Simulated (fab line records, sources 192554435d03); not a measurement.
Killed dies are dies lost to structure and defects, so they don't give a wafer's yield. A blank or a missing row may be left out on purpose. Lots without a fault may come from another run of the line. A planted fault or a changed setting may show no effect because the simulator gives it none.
A struck lot beside a sound one | flow n5_finfet | 28 steps out of a route of 1938
Sound: wafers L637.1, L637.2, L637.3. Struck: wafers L649.4, L649.5, L649.6. The cause comes at the end.
At each step with rows: each side's tool, then ch and its chambers, then its first start. Under that, the readings that differ: sound wafers | struck wafers | difference of the means | sigmas: that difference in standard deviations of wafers without a fault.
alike: readings whose means differ by less than 2 such deviations, and words and numbers that are the same on both sides. not compared: withheld readings, readings that some wafer has no value for, bounds like >300 that may hide the same value, and numbers for which the record gives no deviation and whose values overlap.
The two part at a step that has a row with sigmas, a row that says differs or no value, or rows on one side only. Numbers that don't overlap but have no deviation are shown without sigmas and don't part them. A reading that every wafer of one side lacks parts them only if that side has two wafers or more.

first, 8 steps without rows for these wafers: N5_BEOL_M0_CMP_120 (polishes, stops on SiOC, t overpolish 6.9 s); N5_BEOL_M0_PRE_CLEAN_131 (time 15 s); N5_BEOL_M0_CO_CAP_123 (material Co, precursor CCTBA/H2, target thk 2 nm, time 102.1 s); N5_BEOL_M0_PRE_CLEAN_124 (time 15 s); N5_BEOL_M0_DEP_125 (deposits SiCN from 3MS/NH3, target thk 8 nm, time 14 s); N5_BEOL_M1_ILD_DEP_00 (deposits SiOC from DEMS/O2, target thk 79 nm, time 15.3 s); N5_BEOL_M1_PECVD_72 (deposits SiO2 from TEOS/O2, target thk 16 nm, time 18 s); N5_BEOL_M1_HM_DEP_02 (deposits TiN, target thk 20 nm).
N5_BEOL_M1_COAT_61: time 60 s, resist thk 60 nm.
  sound on litho_track-01 ch 0, day 7 13:25; struck on litho_track-01 ch 0, day 10 14:26
  reading                                  | sound                | struck               | difference | sigmas
  spin_speed_rpm (rpm)                     | 1500.6 1499.6 1499.0 | 1365.0 1365.0 1364.1 | -135.0     | -99 or more
  model.SOC_of_BEOL_M1_COAT_61.thk_nm (nm) | 60 60 60.2           | 62.6 62.8 63         | +2.7       |
then, 11 steps without rows for these wafers: N5_BEOL_M1_COAT_62 (time 60 s, resist thk 12 nm); N5_BEOL_M1_COAT_73 (time 60 s, resist thk 5 nm); N5_BEOL_M1_COAT_05 (resist thk 30 nm); N5_BEOL_M1_EBR_07; N5_BEOL_M1_SOFTBAKE_06 (time 60 s); N5_BEOL_M1_EXPOSE_08 (exposes mask M1); N5_BEOL_M1_PEB_09 (peb time 60 s); N5_BEOL_M1_DEVELOP_10 (develop time 30 s); N5_BEOL_M1_DESCUM_16 (chemistry O2, time 7 s); N5_BEOL_M1_ETCH_74 (etches underlayer in N2/H2, target depth 6.5 nm, time 5.2 s); N5_BEOL_M1_ETCH_63 (etches SiARC in CF4, target depth 15.6 nm, time 26 s).
N5_BEOL_M1_ETCH_64: etches SOC in N2/H2, target depth 75 nm, overetch 15 nm, time 112.5 s.
  sound on rie_diel-04 ch 0,1,2, day 7 14:17; struck on rie_diel-06 ch 0,2,3, day 10 15:01
  reading                  | sound             | struck            | difference | sigmas
  model.etch.depth_nm (nm) | 60.05 60.05 60.19 | 62.65 62.85 62.97 | +2.73      |
  alike: drypump_motor_current_A, h2_flow_sccm, oes_product_au, rf_fwd_power_W, rf_vpp_V, showerhead_plenum_p_Torr, throttle_valve_pct
  not compared: rf_hours_counter_h
then, 3 steps without rows for these wafers: N5_BEOL_M1_STRIP_65 (strips in N2/H2); N5_BEOL_M1_STRIP_75 (strips in N2/H2); N5_BEOL_M1_STRIP_66 (strips in CF4).
N5_BEOL_M1_HM_OPEN_17: chemistry Cl2/BCl3, target TiN, target depth 20 nm, overetch 6 nm.
  sound on rie_metal-01 ch 0,1, day 7 14:27; struck on rie_metal-02 ch 0,1, day 10 15:13
  reading                                  | sound        | struck       | difference | sigmas
  model.SOC_of_BEOL_M1_COAT_61.thk_nm (nm) | 51.8 52.4 52 | 54.8 55 55.2 | +2.9       |
  alike: bcl3_flow_sccm, drypump_motor_current_A, he_backside_leak_sccm, oes_product_au, rf_fwd_power_W, throttle_valve_pct
  not compared: rf_hours_counter_h
then, 1 step without rows for these wafers: N5_BEOL_M1_STRIP_19 (strips in O2).
-- the record jumps here: 2 days lie between the struck wafers' starts before and after (it left off in module BEOL_M1 and takes up again in module BEOL_M4, whose first step shown is number 1111 of the route) --
N5_BEOL_M4_RC_MEAS_101:
  sound on prober-01 ch 0, day 10 03:07; struck on prober-01 ch 0, day 12 22:17
  alike: DIBL_N, DIBL_P, IOFF_N, IOFF_P, ION_N, ION_P, SS_N, SS_P, VT_N, VT_P
N5_PASSIVATION_PROBE_49:
  the record has rows for the sound wafers here (prober-02, day 14 14:47) and none for the struck ones

WHERE THEY PART
First at N5_BEOL_M1_COAT_61; last, within this record, at N5_PASSIVATION_PROBE_49.

WHY: what the simulator had put in
Process parameter drift: litho_track-01, from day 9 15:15 on, at N5_BEOL_M1_COAT_61. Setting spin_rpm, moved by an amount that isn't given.
